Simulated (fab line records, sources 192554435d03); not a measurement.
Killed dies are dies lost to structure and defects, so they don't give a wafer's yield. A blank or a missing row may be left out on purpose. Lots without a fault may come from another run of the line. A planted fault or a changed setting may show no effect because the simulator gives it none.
Chamber matching | flow n5_finfet | N5_BEOL_M3_CO_CAP_55 on cvd_co-02: 3 sister chambers
The step material Co, precursor CCTBA/H2, target thk 2 nm, time 102.1 s. 30 wafers are shown with their chamber, then 12 later ones without.

WAFERS WITH THEIR CHAMBER
wafer  | chamber | heater_power_w (W)
L074.1 | 0       | 273
L074.3 | 1       | 182
L074.6 | 2       | 191
L075.1 | 0       | 277
L075.4 | 0       | 268
L075.5 | 2       | 194
L077.2 | 2       | 193
L077.3 | 1       | 189
L077.6 | 1       | 182
L081.2 | 0       | 276
L081.3 | 1       | 185
L081.6 | 1       | 179
L080.3 | 2       | 200
L080.4 | 1       | 181
L080.5 | 0       | 274
L083.2 | 1       | 188
L083.3 | 2       | 196
L083.5 | 2       | 197
L084.2 | 1       | 185
L084.3 | 1       | 184
L084.5 | 1       | 185
L085.1 | 2       | 195
L085.4 | 1       | 187
L085.5 | 2       | 193
L089.1 | 2       | 188
L089.3 | 1       | 183
L089.5 | 2       | 194
L090.4 | 2       | 188
L090.5 | 1       | 192
L090.6 | 0       | 267

SIGNATURES (means of the wafers above)
reading        | chamber 0 | chamber 1 | chamber 2 | scatter within a chamber
heater_power_w | 272.50    | 184.77    | 193.55    | 3.69
Rule: a wafer's distance from a chamber is the root of the sum, over the readings, of the square of ((its reading less the chamber's mean) divided by the reading's scatter). The wafer belongs to the nearest chamber; if the next one is less than 2 further off, it can't be placed. The scatter: the root of (the sum of the squares of (reading less its chamber's mean) over the shown wafers, divided by (wafers less chambers)).

WAFERS WITHOUT THEIR CHAMBER
wafer  | heater_power_w (W)
L091.2 | 272
L091.4 | 184
L091.6 | 198
L093.2 | 194
L093.4 | 186
L093.5 | 277
L094.1 | 185
L094.4 | 182
L094.5 | 192
L096.2 | 185
L096.4 | 188
L096.5 | 179

WHICH CHAMBER EACH WENT THROUGH
wafer  | from the rows above     | in truth
L091.2 | 0                       | 0
L091.4 | 1                       | 1
L091.6 | 2                       | 2
L093.2 | 2                       | 2
L093.4 | can't be placed: 1 or 2 | 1
L093.5 | 0                       | 0
L094.1 | 1                       | 1
L094.4 | 1                       | 1
L094.5 | can't be placed: 2 or 1 | 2
L096.2 | 1                       | 1
L096.4 | can't be placed: 1 or 2 | 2
L096.5 | 1                       | 1
Placed correctly: 9 of 12. Can't be placed from these rows: 3 (the true chamber is among the candidates in 3). Placed wrongly: 0.
